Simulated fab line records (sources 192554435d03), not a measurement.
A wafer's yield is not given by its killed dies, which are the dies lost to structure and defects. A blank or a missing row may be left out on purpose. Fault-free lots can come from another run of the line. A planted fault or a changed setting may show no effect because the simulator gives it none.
fab line records ; flow n5Finfet
record lots=10; wafers=30; lastDay=17
route steps=1938 shown BEOL_M8@1368 PASSIVATION@1936
lots that met no fault: taken from a fault-free run of the same line
startH: start of the lot's first displayed wafer, in hours after the record's first day ; waitH: how many hours have passed since the lot's step before this one ; " same as the row above ; L1.1+2: a single row standing in for several wafers ; - no value present, or no start provided ; * or withheld: withheld ; < > ~ a bound
route shown NAME@n: a module of which the file shows steps, and the number in the route of the first ; usual: mean and standard deviation over wafers with no fault ; same: alike in all rows ; chamber/n: place in a boat ; sites: per-site readings ; _std_site: standard deviation of those values ; _edge_site: outer sites' mean less inner sites' ; radiusMm: how far each site lies from the wafer's centre ; mask NAME#n: copy n ; behind: the tool/chamber that last shaped the wafer ; hold: why the lot went on hold/how many hours it stayed there/how the hold came to an end ; device: transistor that didn't switch, given as n, p or np ; end of line: the tests these same wafers got at the end of their route ; for a step that has no rows: nothing shown but its recipe ; killed: dies that structure and defects cost at the first sort, which is not the same as the wafer's yield ; map: a wafer's dies, x killed, . not, _ none there
set.NAME: the setting that was run; set.NAME@STEP: the one run at that earlier step ; model.NAME: the simulator's own value behind a step, which no gauge read
one table for each step of the route and one row for each wafer, over a sample of lots
services: from which hour (startH, from the record's first day; less than 0 if before it) a tool's chamber was out of use, for how many hours, and why
## steps
# step N5_BEOL_M8_DESCUM_33
# recipe chemistry=O2; timeS=7; sourcePowerW=50; biasPowerW=20; pressureMtorr=20; rfFrequencyHz=2.712e+07; tempC=40; resist=CAR-EUV; o2FlowSccm=225
# usual chamberPressureMTorr=20.001/0.022; drypumpMotorCurrentA=6.0/0.44; oesProductAu=0.80/0.1; rfVppV=243.1/1.4; showerheadPlenumPTorr=2.09/0.075; throttleValvePct=20.31/0.28
lot.wafer;tool;chamber;startH;waitH;chamberPressureMTorr;drypumpMotorCurrentA;oesProductAu;rfHoursCounterH;rfVppV;showerheadPlenumPTorr;throttleValvePct
L508.1;rieDiel-04;3;196.59;0.0;20.166;6.1;0.79;127;242.3;2.01;20.17
L508.2;rieDiel-04;2;196.59;0.0;20.026;6.3;0.70;223;244.3;2.04;20.58
L508.5;rieDiel-04;2;196.59;0.0;20.013;6.4;0.69;-;242.8;2.04;20.58
L510.1;rieDiel-05;2;205.05;0.0;20.025;5.9;0.67;249;240.7;1.98;20.59
L510.2;rieDiel-05;3;205.05;0.0;19.991;6.2;0.70;235;244.2;2.13;20.10
L510.4;rieDiel-05;0;205.05;0.0;19.994;5.9;0.66;244;240.4;1.98;20.37
L511.2;rieDiel-04;2;210.51;0.2;20.015;6.3;0.69;228;243.7;2.04;20.59
L511.3;rieDiel-04;1;210.51;0.2;19.973;6.1;0.68;245;244.4;2.16;20.30
L511.5;rieDiel-04;3;210.51;0.2;20.013;6.1;0.78;-;240.7;2.01;20.18
L512.2;rieDiel-05;0;219.91;0.0;19.990;5.8;0.67;251;241.0;1.98;20.38
L512.3;rieDiel-05;3;219.91;0.0;19.978;6.1;0.70;241;244.3;2.13;20.09
L512.6;rieDiel-05;1;219.91;0.0;20.001;5.0;0.71;-;242.1;2.07;20.17
L513.1;rieDiel-03;0;231.06;0.0;19.988;5.3;0.69;210;242.2;2.08;20.53
L513.4;rieDiel-03;2;231.06;0.0;19.997;6.0;0.69;243;243.8;2.15;20.96
L513.6;rieDiel-03;2;231.06;0.0;19.971;6.0;0.70;-;244.4;2.15;20.96
L514.4;rieDiel-03;2;231.46;0.3;20.009;6.0;0.69;243;243.0;2.15;20.96
L514.5;rieDiel-03;3;231.46;0.3;20.056;5.5;0.86;-;240.5;2.04;20.41
L514.6;rieDiel-03;2;231.46;0.3;19.979;6.0;0.70;-;242.8;2.15;20.98
L528.1;rieDiel-05;2;339.22;0.1;19.988;6.0;0.90;47;244.8;2.22;20.35
L528.2;rieDiel-05;0;339.22;0.1;20.012;5.9;0.90;29;246.6;2.23;20.02
L528.6;rieDiel-05;3;339.22;0.1;20.013;6.2;0.91;-;244.8;2.11;19.68
L531.1;rieDiel-04;0;343.93;0.0;20.001;6.6;0.96;5;244.4;2.16;20.04
L531.2;rieDiel-04;2;343.93;0.0;20.018;6.4;0.92;24;243.2;2.02;20.24
L531.3;rieDiel-04;3;343.93;0.0;19.993;6.1;0.74;180;242.4;1.99;20.24
L529.3;rieDiel-05;0;344.28;0.2;20.051;5.9;0.89;31;246.1;2.23;20.02
L529.5;rieDiel-05;0;344.28;0.2;20.002;5.9;0.88;-;245.9;2.23;20.01
L529.6;rieDiel-05;3;344.28;0.2;20.000;6.2;0.91;-;244.0;2.11;19.67
L530.1;rieDiel-05;3;346.68;0.1;19.982;6.1;0.90;18;243.5;2.11;19.66
L530.4;rieDiel-05;2;346.68;0.1;19.996;6.0;0.89;51;246.0;2.22;20.35
L530.6;rieDiel-05;2;346.68;0.1;20.033;5.9;0.88;-;244.0;2.22;20.36
# step N5_BEOL_M8_OCD_MEAS_38
# usual trenchDepthNm=93.3/1.9
lot.wafer;tool;chamber;startH;waitH;trenchDepthNm
L508.1;ocd-01;-;197.03;-;93.3
L508.2;ocd-01;-;197.03;-;92.0
L508.5;ocd-01;-;197.03;-;91.8
L510.1;ocd-02;-;205.48;-;92.2
L510.2;ocd-02;-;205.48;-;93.0
L510.4;ocd-02;-;205.48;-;92.5
L511.2;ocd-02;-;210.94;-;91.0
L511.3;ocd-02;-;210.94;-;93.9
L511.5;ocd-02;-;210.94;-;92.2
L512.2;ocd-02;-;220.34;-;90.3
L512.3;ocd-02;-;220.34;-;91.3
L512.6;ocd-02;-;220.34;-;90.4
L513.1;ocd-02;-;231.49;-;91.6
L513.4;ocd-02;-;231.49;-;91.0
L513.6;ocd-02;-;231.49;-;92.0
L514.4;ocd-01;-;231.90;-;92.7
L514.5;ocd-01;-;231.90;-;96.0
L514.6;ocd-01;-;231.90;-;91.9
L528.1;ocd-01;-;339.65;-;95.6
L528.2;ocd-01;-;339.65;-;95.2
L528.6;ocd-01;-;339.65;-;91.5
L531.1;ocd-01;-;344.36;-;93.5
L531.2;ocd-01;-;344.36;-;93.8
L531.3;ocd-01;-;344.36;-;91.8
L529.3;ocd-02;-;344.72;-;95.6
L529.5;ocd-02;-;344.72;-;95.2
L529.6;ocd-02;-;344.72;-;91.2
L530.1;ocd-02;-;347.10;-;90.7
L530.4;ocd-02;-;347.10;-;93.9
L530.6;ocd-02;-;347.10;-;95.0
# step N5_BEOL_M8_HM_STRIP_39
# recipe chemistry=peroxideTinStrip; material=TiN; targetDepthA=250; tempC=50; timeS=158
# usual bathGuardTempC=50.0/0.58; bathHeatDutyPct=7.4/0.87
lot.wafer;tool;chamber;startH;waitH;bathGuardTempC;bathHeatDutyPct
L508.1;wetBench-05;0;197.06;0.0;50.6;6.9
L508.2;wetBench-05;1;197.06;0.0;50.2;6.3
L508.5;wetBench-05;4;197.06;0.0;49.2;6.9
L510.1;wetBench-03;7;205.51;0.0;50.4;7.6
L510.2;wetBench-03;3;205.51;0.0;50.5;8.2
L510.4;wetBench-03;5;205.51;0.0;50.1;6.8
L511.2;wetBench-04;0;210.97;0.0;49.3;7.6
L511.3;wetBench-04;5;210.97;0.0;49.4;8.0
L511.5;wetBench-04;1;210.97;0.0;49.6;8.3
L512.2;wetBench-03;5;220.41;0.1;50.2;7.8
L512.3;wetBench-03;3;220.41;0.1;50.5;7.8
L512.6;wetBench-03;7;220.41;0.1;50.3;7.1
L513.1;wetBench-04;6;231.52;0.0;50.1;7.3
L513.4;wetBench-04;5;231.52;0.0;49.7;9.8
L513.6;wetBench-04;2;231.52;0.0;49.5;7.2
L514.4;wetBench-05;0;231.92;0.0;50.9;6.2
L514.5;wetBench-05;5;231.92;0.0;49.6;8.7
L514.6;wetBench-05;2;231.92;0.0;50.2;6.5
L528.1;wetBench-03;3;339.68;0.0;-;-
L528.2;wetBench-03;7;339.68;0.0;-;-
L528.6;wetBench-03;2;339.68;0.0;-;-
L531.1;wetBench-05;7;344.39;0.0;50.6;6.8
L531.2;wetBench-05;5;344.39;0.0;49.6;8.7
L531.3;wetBench-05;4;344.39;0.0;49.4;7.2
L529.3;wetBench-03;3;344.75;0.0;-;-
L529.5;wetBench-03;1;344.75;0.0;-;-
L529.6;wetBench-03;4;344.75;0.0;-;-
L530.1;wetBench-04;6;347.14;0.0;49.4;7.8
L530.4;wetBench-04;1;347.14;0.0;49.2;8.3
L530.6;wetBench-04;5;347.14;0.0;49.7;7.8
# step N5_BEOL_M8_SPUTTER_48
# recipe material=Cu; targetThkA=100; tempC=-20; biasV=60; powerW=26000; chamberPressurePa=0.13; timeS=1.667
# usual throttleValvePct=29.8/1.1
lot.wafer;tool;chamber;startH;waitH;throttleValvePct
L508.1;pvdSputter-01;-;198.54;0.1;30.8
L508.2;pvdSputter-01;-;198.54;0.1;29.7
L508.5;pvdSputter-01;-;198.54;0.1;30.4
L510.1;pvdSputter-03;-;206.82;0.1;31.1
L510.2;pvdSputter-03;-;206.82;0.1;32.0
L510.4;pvdSputter-03;-;206.82;0.1;30.1
L511.2;pvdSputter-01;-;212.64;0.1;30.3
L511.3;pvdSputter-01;-;212.64;0.1;30.5
L511.5;pvdSputter-01;-;212.64;0.1;30.4
L512.2;pvdSputter-01;-;222.51;0.5;30.3
L512.3;pvdSputter-01;-;222.51;0.5;30.8
L512.6;pvdSputter-01;-;222.51;0.5;30.7
L513.1;pvdSputter-03;-;232.65;0.1;29.9
L513.4;pvdSputter-03;-;232.65;0.1;30.2
L513.6;pvdSputter-03;-;232.65;0.1;30.2
L514.4;pvdSputter-02;-;234.53;1.4;28.6
L514.5;pvdSputter-02;-;234.53;1.4;30.4
L514.6;pvdSputter-02;-;234.53;1.4;28.8
L528.1;pvdSputter-02;-;341.73;0.3;28.9
L528.2;pvdSputter-02;-;341.73;0.3;29.0
L528.6;pvdSputter-02;-;341.73;0.3;28.9
L531.1;pvdSputter-02;-;345.89;0.1;28.9
L531.2;pvdSputter-02;-;345.89;0.1;29.0
L531.3;pvdSputter-02;-;345.89;0.1;30.5
L529.3;pvdSputter-02;-;346.29;0.3;29.2
L529.5;pvdSputter-02;-;346.29;0.3;28.1
L529.6;pvdSputter-02;-;346.29;0.3;29.0
L530.1;pvdSputter-02;-;348.76;0.3;28.8
L530.4;pvdSputter-02;-;348.76;0.3;28.9
L530.6;pvdSputter-02;-;348.76;0.3;28.9
# step N5_BEOL_M8_CMP_52
# recipe stopOn=SiCOH_lowk; tOverpolishS=6.9; downForcePsi=1; platenRpm=50; clearingPlatenDownForcePsi=1.5; clearingPlatenRpm=50; postCmpClean=cuAlkaline; targetThkNm=80; clearingPlatenPadVelocityMS=0.99484; padVelocityMS=0.99484
# usual barrierFieldEndpointS=29.3/0.74; motorCurrentA=6.1/0.61; slurryFlowMlMin=150.0/0.46
lot.wafer;tool;chamber;startH;waitH;barrierFieldEndpointS;motorCurrentA;slurryFlowMlMin
L508.2;cmp-04;0;199.09;0.2;28.8;5.2;149.3
L508.1;cmp-04;3;199.09;0.2;30.7;7.0;150.0
L508.5;cmp-04;1;199.09;0.2;30.2;6.6;149.9
L510.2;cmp-02;1;207.37;0.2;29.1;5.9;150.6
L510.1;cmp-02;2;207.37;0.2;29.5;7.0;150.6
L510.4;cmp-02;3;207.37;0.2;28.6;6.3;149.3
L511.2;cmp-01;1;213.60;0.2;28.9;5.1;149.6
L511.3;cmp-01;2;213.60;0.2;27.9;6.0;150.2
L511.5;cmp-01;1;213.60;0.2;29.6;5.2;149.1
L512.2;cmp-01;3;223.01;0.2;28.2;6.0;150.7
L512.3;cmp-01;0;223.01;0.2;29.6;5.6;150.1
L512.6;cmp-01;3;223.01;0.2;28.9;5.6;151.5
L513.1;cmp-02;0;233.75;0.3;28.9;7.0;149.9
L513.4;cmp-02;1;233.75;0.3;29.4;6.5;149.7
L513.6;cmp-02;3;233.75;0.3;28.9;6.2;149.7
L514.4;cmp-04;2;235.34;0.2;29.7;6.5;150.8
L514.5;cmp-04;3;235.34;0.2;29.6;6.6;149.5
L514.6;cmp-04;0;235.34;0.2;28.7;5.1;149.1
L528.2;cmp-01;0;342.32;0.2;37.4;5.9;149.4
L528.1;cmp-01;1;342.32;0.2;38.0;5.1;150.1
L528.6;cmp-01;1;342.32;0.2;38.3;5.6;148.9
L531.1;cmp-02;2;346.54;0.3;29.2;7.0;150.2
L531.3;cmp-02;3;346.54;0.3;28.6;6.2;149.5
L531.2;cmp-02;1;346.54;0.3;28.8;6.3;149.6
L529.3;cmp-02;1;347.69;0.2;38.5;6.3;150.6
L529.5;cmp-02;1;347.69;0.2;37.9;6.4;149.6
L529.6;cmp-02;2;347.69;0.2;37.2;7.2;150.2
L530.1;cmp-01;1;349.30;0.3;30.4;5.2;150.0
L530.4;cmp-01;2;349.30;0.3;30.2;5.8;150.3
L530.6;cmp-01;1;349.30;0.3;30.3;5.3;150.0
# step N5_PASSIVATION_PROBE_49
# usual defectLimitedYield=91.1/1.4; killed_at_M0_to_M3=34/11; killed_at_M4_up=14/5.7; killedAtContacts=14/6.9; killedAtFrontEnd=40/11; killedAtOther=4/3.1; killedDies=105/17; killedOpen=70/13; killedShort=34/7.6; sort_bin_5_function=5.3/0.95; sort_bin_6_memory=3.3/0.64; sortNPass=1075/17; sortYieldPct=91.1/1.4
# same grossDies=1180; killedAtBackSide=0; sort_bin_4_leakage[%]=0; sort_bin_8_speed[%]=0
lot.wafer;tool;chamber;startH;waitH;defectLimitedYield[%];killed_at_M0_to_M3;killed_at_M4_up;killedAtContacts;killedAtFrontEnd;killedAtOther;killedDies;killedOpen;killedShort;sort_bin_5_function[%];sort_bin_6_memory[%];sortNPass;sortYieldPct[%]
L529.6;prober-01;-;411.22;0.3;88.8;34;10;36;45;7;132;100;32;6.7;4.1;1048;88.8
# killed by level:class
L529.6 MOL_CONTACT_COAG:geometricParticle:open=33 BEOL_M1:geometricParticle:open=14 STI_FIN_REVEAL:geometricParticle:open=12 FIN_SAQP:geometricParticle:open=10 BEOL_M0_SAQP:geometricParticle:open=8 BEOL_M0_SAQP:geometricParticle:short=6 FIN_SAQP:geometricParticle:short=4 GATE_CUT:geometricParticle:short=4
## services
tool;chamber;startH;hours;kind
rieDiel-05;-;172.74;15.6;pm
cmp-04;-;179.59;0.5;repair
rieDiel-05;2;209.68;-;clean
rieDiel-05;2;209.68;-;consumableReplace:focusRing
rieDiel-05;2;209.68;-;consumableReplace:showerhead
cmp-02;-;216.64;14.7;repair
cmp-04;-;218.55;3.3;repair
rieDiel-04;-;223.43;2.3;repair
cmp-01;-;225.54;12.0;repair
cmp-04;-;229.50;0.2;repair
cmp-04;-;231.14;4.0;pm
pvdSputter-03;-;235.09;39.9;repair
rieDiel-03;1;242.80;8.4;repair
cmp-02;-;248.48;4.0;pm
rieDiel-04;3;254.77;12.9;repair
cmp-02;-;259.60;0.7;repair
cmp-04;-;291.07;1.2;repair
cmp-01;-;295.21;4.1;pm
rieDiel-03;3;308.90;6.4;repair
cmp-04;-;309.07;2.0;repair
rieDiel-04;3;323.50;7.8;repair
cmp-01;-;324.88;0.4;repair
rieDiel-04;0;329.44;10.8;repair
rieDiel-03;0;331.16;12.6;repair
## key
firstSign step=N5_BEOL_M8_HM_STRIP_39; reading=toolRecord; direction=missing
effect step=N5_BEOL_M8_CMP_52; reading=barrierFieldEndpointS; direction=up; sigmas=12; usual=29.3; struck=37.9
metAt N5_BEOL_M8_HM_STRIP_39
struckLots L528,L529
notActingAt N5_BEOL_M8_DESCUM_33,N5_BEOL_M8_OCD_MEAS_38,N5_BEOL_M8_SPUTTER_48
onsetBetween 220.41 339.68
fault kind=skippedStepWhole; tool=wetBench-03; chamber=-; onsetH=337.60; steps=N5_BEOL_M8_HM_STRIP_39; scope=struckLotsOnly
